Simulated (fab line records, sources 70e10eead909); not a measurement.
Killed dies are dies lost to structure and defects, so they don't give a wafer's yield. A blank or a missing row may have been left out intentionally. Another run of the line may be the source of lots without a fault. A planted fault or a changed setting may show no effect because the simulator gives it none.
Matching of chambers / flow nand harc / rie si-03 running NHARC_A_CHANNEL_FILL_D1_ETCHBACK_19: 4 sister chambers
The step etches the open film in HBr/Cl2, target depth 5 nm, time 1.7 s. 14 wafers are shown with their chamber, then 7 later ones without.

WAFERS PAIRED WITH THEIR CHAMBERS
wafer=L610.1; chamber=2; drypump motor current A (A)=4.9; oes product au (a.u.)=0.999; throttle valve pct (%)=26.395
wafer=L610.3; chamber=3; drypump motor current A (A)=5.8; oes product au (a.u.)=1.000; throttle valve pct (%)=26.406
wafer=L610.4; chamber=1; drypump motor current A (A)=6.1; oes product au (a.u.)=1.000; throttle valve pct (%)=26.393
wafer=L619.2; chamber=2; drypump motor current A (A)=5.0; oes product au (a.u.)=0.991; throttle valve pct (%)=26.407
wafer=L619.3; chamber=1; drypump motor current A (A)=6.1; oes product au (a.u.)=0.992; throttle valve pct (%)=26.417
wafer=L619.4; chamber=3; drypump motor current A (A)=5.7; oes product au (a.u.)=1.007; throttle valve pct (%)=26.407
wafer=L621.1; chamber=1; drypump motor current A (A)=6.1; oes product au (a.u.)=0.993; throttle valve pct (%)=26.397
wafer=L621.2; chamber=0; drypump motor current A (A)=6.8; oes product au (a.u.)=1.005; throttle valve pct (%)=26.392
wafer=L621.4; chamber=2; drypump motor current A (A)=4.9; oes product au (a.u.)=0.987; throttle valve pct (%)=26.410
wafer=L629.2; chamber=0; drypump motor current A (A)=6.8; oes product au (a.u.)=0.977; throttle valve pct (%)=26.410
wafer=L629.5; chamber=3; drypump motor current A (A)=5.7; oes product au (a.u.)=1.004; throttle valve pct (%)=26.419
wafer=L629.6; chamber=2; drypump motor current A (A)=4.9; oes product au (a.u.)=0.993; throttle valve pct (%)=26.406
wafer=L630.2; chamber=1; drypump motor current A (A)=6.1; oes product au (a.u.)=0.994; throttle valve pct (%)=26.410
wafer=L630.3; chamber=0; drypump motor current A (A)=6.8; oes product au (a.u.)=0.988; throttle valve pct (%)=26.401

SIGNATURES, as means of the wafers listed above
reading=drypump motor current A; chamber 0=6.800; chamber 1=6.100; chamber 2=4.925; chamber 3=5.733; scatter within a chamber=0.0376
reading=oes product au; chamber 0=0.99000; chamber 1=0.99475; chamber 2=0.99250; chamber 3=1.00367; scatter within a chamber=0.00732
reading=throttle valve pct; chamber 0=26.40100; chamber 1=26.40425; chamber 2=26.40450; chamber 3=26.41067; scatter within a chamber=0.00878
Rule: a wafer lies at a distance from a chamber equal to the root of the sum of squares, over the readings, of (its reading less the chamber's mean, divided by the reading's scatter). If the next closest chamber is less than 2 further off than the closest, the wafer can't be placed; otherwise it belongs to the closest. The scatter: the root of (the sum of the squares of (reading less its chamber's mean) over the shown wafers, divided by (wafers less chambers)).

WAFERS MISSING THEIR CHAMBER
wafer=L630.6; drypump motor current A (A)=5.0; oes product au (a.u.)=0.988; throttle valve pct (%)=26.394
wafer=L631.1; drypump motor current A (A)=6.8; oes product au (a.u.)=0.988; throttle valve pct (%)=26.400
wafer=L631.3; drypump motor current A (A)=6.1; oes product au (a.u.)=0.996; throttle valve pct (%)=26.403
wafer=L631.6; drypump motor current A (A)=4.9; oes product au (a.u.)=0.990; throttle valve pct (%)=26.403
wafer=L632.2; drypump motor current A (A)=6.1; oes product au (a.u.)=0.991; throttle valve pct (%)=26.402
wafer=L632.5; drypump motor current A (A)=4.9; oes product au (a.u.)=0.998; throttle valve pct (%)=26.395
wafer=L632.6; drypump motor current A (A)=6.8; oes product au (a.u.)=0.992; throttle valve pct (%)=26.417

WHICH CHAMBER EACH ONE RAN IN
wafer=L630.6; from the rows above=2; in truth=2
wafer=L631.1; from the rows above=0; in truth=0
wafer=L631.3; from the rows above=1; in truth=1
wafer=L631.6; from the rows above=2; in truth=2
wafer=L632.2; from the rows above=1; in truth=1
wafer=L632.5; from the rows above=2; in truth=2
wafer=L632.6; from the rows above=0; in truth=0
Placed correctly: 7 of 7. From these rows, 0 cannot be placed. Wrongly placed: 0.
